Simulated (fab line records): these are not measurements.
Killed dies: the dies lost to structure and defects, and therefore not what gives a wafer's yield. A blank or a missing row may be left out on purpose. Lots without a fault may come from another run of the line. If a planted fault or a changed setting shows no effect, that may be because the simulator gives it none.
Lot-split experiment    flow n5-finfet    route with 1938 steps; 7 lots, 21 wafers read

## THE SPLIT
At N5_ZERO_LAYER_PECVD_02 (deposits SiO2 from SiH4/N2O, target thk 10 nm, time 6 s), the setting time-s was moved away from the recipe's 6 s on 5 of the 21 wafers read, by -8.0% to +14.3%. The other wafers ran this setting at the recipe's value.

The reading is taken at the split's own step.

## THE READING
SiO2_of_ZERO_LAYER_PECVD_02.thk-nm (the simulator's own value, which no gauge read), in nm, at N5_ZERO_LAYER_PECVD_02 (deposits SiO2 from SiH4/N2O, target thk 10 nm, time 6 s). No usual value for it is given in the file. Here, 16 wafers ran the recipe; their average is 10.110 nm with a standard deviation of 0.14 nm.

wafer   tool, chamber at the split  time-s as run, s  against the recipe  SiO2_of_ZERO_LAYER_PECVD_02.thk-nm, nm  against lot-mates on the recipe
L076.2  pecvd-02, 2                 6.665             +11.1%              11.36                                   +1.125
L076.3  pecvd-02, 0                 6                 recipe              10.15                                   -
L076.4  pecvd-02, 1                 6                 recipe              10.32                                   -
L081.1  pecvd-01, 1                 6                 recipe              10.21                                   -
L081.4  pecvd-01, 1                 6.861             +14.3%              11.69                                   +1.470
L081.5  pecvd-01, 2                 6                 recipe              10.23                                   -
L083.1  pecvd-02, 2                 6                 recipe              9.93                                    -
L083.2  pecvd-02, 2                 6                 recipe              10.03                                   -
L083.5  pecvd-02, 2                 6                 recipe              9.997                                   -
L090.4  pecvd-04, 2                 5.742             -4.3%               9.614                                   -0.536
L090.5  pecvd-04, 0                 6                 recipe              10.02                                   -
L090.6  pecvd-04, 1                 6                 recipe              10.28                                   -
L091.1  pecvd-04, 1                 6                 recipe              10.06                                   -
L091.3  pecvd-04, 0                 6                 recipe              9.89                                    -
L091.6  pecvd-04, 1                 5.523             -8.0%               9.488                                   -0.487
L093.1  pecvd-04, 2                 6                 recipe              9.921                                   -
L093.3  pecvd-04, 1                 6                 recipe              10.06                                   -
L093.6  pecvd-04, 1                 6                 recipe              10.13                                   -
L095.1  pecvd-01, 1                 6                 recipe              10.29                                   -
L095.5  pecvd-01, 0                 6.702             +11.7%              11.54                                   +1.275
L095.6  pecvd-01, 2                 6                 recipe              10.24                                   -

FIT RESULTS
A straight line over all 21 wafers: SiO2_of_ZERO_LAYER_PECVD_02.thk-nm changes by +0.109 nm for each +1% of time-s; r = +0.97; the points scatter about the line by 0.14 nm.
The same after taking each lot's own level away (the mean of its wafers on the recipe; 21 wafers): +0.099 nm for each +1%; r = +0.98; scatter 0.1 nm.
That fit puts the effect of the largest move of time-s on the reading at 1.4 nm.
From 9.9750 to 10.2650 nm: that is the span of the lots' own levels, equal to 2.1 times the standard deviation above.
Hence the slope depends on the lot-to-lot level, as the two fits are not the same.
Check: for one of the wafers moved furthest among these (+14.3%), held out of the fit, the line's prediction against its lot-mates is +1.42 nm. It came out at +1.47 nm against them.

## THE FILE'S OWN FIT
SiO2_of_ZERO_LAYER_PECVD_02.thk-nm changes by +0.0998 nm for each +1% of time-s, r = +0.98.
